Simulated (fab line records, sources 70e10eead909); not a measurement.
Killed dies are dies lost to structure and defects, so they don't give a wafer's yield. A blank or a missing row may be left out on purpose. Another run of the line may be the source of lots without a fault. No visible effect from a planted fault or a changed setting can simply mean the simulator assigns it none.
A lot that was struck, set against a sound lot    flow nand-harc    21 out of 1159 route steps
Sound: these wafers, L611.2, L611.3, L611.5. Wafers struck: L603.1, L603.2, L603.6. The cause is given at the end.
Each step with rows lists, per side, the tool, then ch with its chambers, then its first start. Under that, the readings that differ: sound wafers    struck wafers    difference of the means    sigmas: that difference in standard deviations of wafers without a fault.
alike: readings whose means differ by less than 2 such deviations, and words and numbers that are the same on both sides. not compared: withheld readings, readings that some wafer has no value for, bounds like >300 that may hide the same value, and numbers for which the record gives no deviation and whose values overlap.
Wherever a step has rows on one side only, a row that says differs or no value, or a row with sigmas, the two part there. When numbers do not overlap yet have no deviation, they are printed without sigmas and do not part them. A reading that every wafer of one side lacks parts them only if that side has two wafers or more.

NHARC_A_BLC_CVD_24: deposits W, target thk 150 nm, time 434 s.
  sound on cvd-w-01 ch 0; struck on cvd-w-01 ch 0,1
reading                 sound           struck          difference  sigmas
heater-power-w (W)      394 398 399     495 418 500     +74         +2
throttle-valve-pct (%)  7.95 7.88 8.01  8.64 8.45 8.50  +0.58       +3
NHARC_A_BLC_CMP_25: polishes, t overpolish 30 s, target thk 150 nm.
  sound on cmp-01 ch 1,2, day 21 23:52; struck on cmp-01 ch 1,3, day 20 16:19
  alike: motor-current-A, overpolish-run-s, time-to-endpoint-s
then, 1 step without rows for these wafers: NHARC_A_BLC_SRD_27.
NHARC_A_BLC_INSPECT_28:
  sound: defect-inspect-02 at day 22 00:17; struck: defect-inspect-02 at day 20 16:43
  alike: raw-defect-count
then, 7 steps without rows for these wafers: NHARC_A_M0_DEP_00 (deposits SiOC, target thk 150 nm); NHARC_A_M0_DEHYDRATE_01 (time 120 s); NHARC_A_M0_HMDS_02 (time 30 s); NHARC_A_M0_COAT_33 (time 65 s); NHARC_A_M0_COAT_03 (resist thk 90 nm); NHARC_A_M0_SOFTBAKE_04 (time 55 s); NHARC_A_M0_EBR_05.
NHARC_A_M0_EXPOSE_06: exposes mask A M0, target cd 80 nm.
  sound on arfi-scanner-01 ch 0, day 22 01:04; struck on arfi-scanner-03 ch 0, day 20 17:22
reading               sound              struck             difference  sigmas
exposure-dose-mJ-cm2  83.18 83.20 83.25  72.66 72.84 72.60  -10.51      -99 or more
  alike: mask
then, 2 steps without rows for these wafers: NHARC_A_M0_PEB_07 (peb time 65 s); NHARC_A_M0_DEVELOP_08 (develop time 35 s).
NHARC_A_M0_CD_MEAS_09 targets a cd of 80 nm.
  sound on cd-sem-02 ch 0, day 22 01:11; struck on cd-sem-01 ch 0, day 20 17:30
reading     sound           struck          difference  sigmas
cd-nm (nm)  81.1 81.0 81.2  71.6 71.0 72.0  -9.6        -11
NHARC_A_M0_OVL_MEAS_10: pitch 160 nm.
  sound: overlay-01 at day 22 01:17; struck: overlay-01 at day 20 17:35
  alike: overlay-x-nm, overlay-y-nm
NHARC_A_M0_INSPECT_11:
  sound: defect-inspect-02 at day 22 01:19; struck: defect-inspect-02 at day 20 17:37
reading           sound     struck   difference  sigmas
raw-defect-count  43 25 36  21 9 11  -21         -2
NHARC_A_M0_DESCUM_14: chemistry O2, time 3 s.
  sound on rie-diel-08 ch 0,2,3, day 22 01:23; struck on rie-diel-08 ch 0,1,2, day 20 17:42
reading                sound             struck            difference  sigmas
model.A_M0.cd-nm (nm)  79.49 80.55 80.4  71.52 70.7 70.66  -9.19       
  alike: chamber-pressure-mTorr, drypump-motor-current-A, oes-product-au, rf-vpp-V, showerhead-plenum-p-Torr, throttle-valve-pct
  not compared: rf-hours-counter-h
NHARC_A_M0_ETCH_34: etches the open film in N2/H2, target depth 40 nm, overetch 12 nm, time 43.94 s.
  sound on rie-diel-08 ch 2,3, day 22 01:28; struck on rie-diel-08 ch 0,2, day 20 17:46
  alike: chamber-pressure-mTorr, drypump-motor-current-A, oes-product-au, rf-vpp-V, showerhead-plenum-p-Torr, throttle-valve-pct
  not compared: rf-hours-counter-h
NHARC_A_M0_ETCH_15: etches the open film in C4F8/Ar, target depth 150 nm, overetch 15 nm, time 82.5 s.
  sound on rie-diel-08 ch 0,2,3; struck on rie-diel-08 ch 0,1
reading                sound             struck            difference  sigmas
model.A_M0.cd-nm (nm)  79.82 80.52 80.3  71.94 70.7 71.08  -8.97       
  alike: chamber-pressure-mTorr, oes-product-au, rf-vpp-V
  not compared: rf-hours-counter-h
NHARC_A_M0_CD_MEAS_16:
  sound: cd-sem-01 at day 22 01:41; struck: cd-sem-03 at day 20 17:59
reading     sound           struck          difference  sigmas
cd-nm (nm)  79.4 80.4 80.3  71.7 70.6 71.4  -8.8        -7

## WHERE THEY PART
Last at NHARC_A_M0_CD_MEAS_16 as far as this record goes, first at NHARC_A_BLC_CVD_24.

WHY: whatever the simulator had introduced
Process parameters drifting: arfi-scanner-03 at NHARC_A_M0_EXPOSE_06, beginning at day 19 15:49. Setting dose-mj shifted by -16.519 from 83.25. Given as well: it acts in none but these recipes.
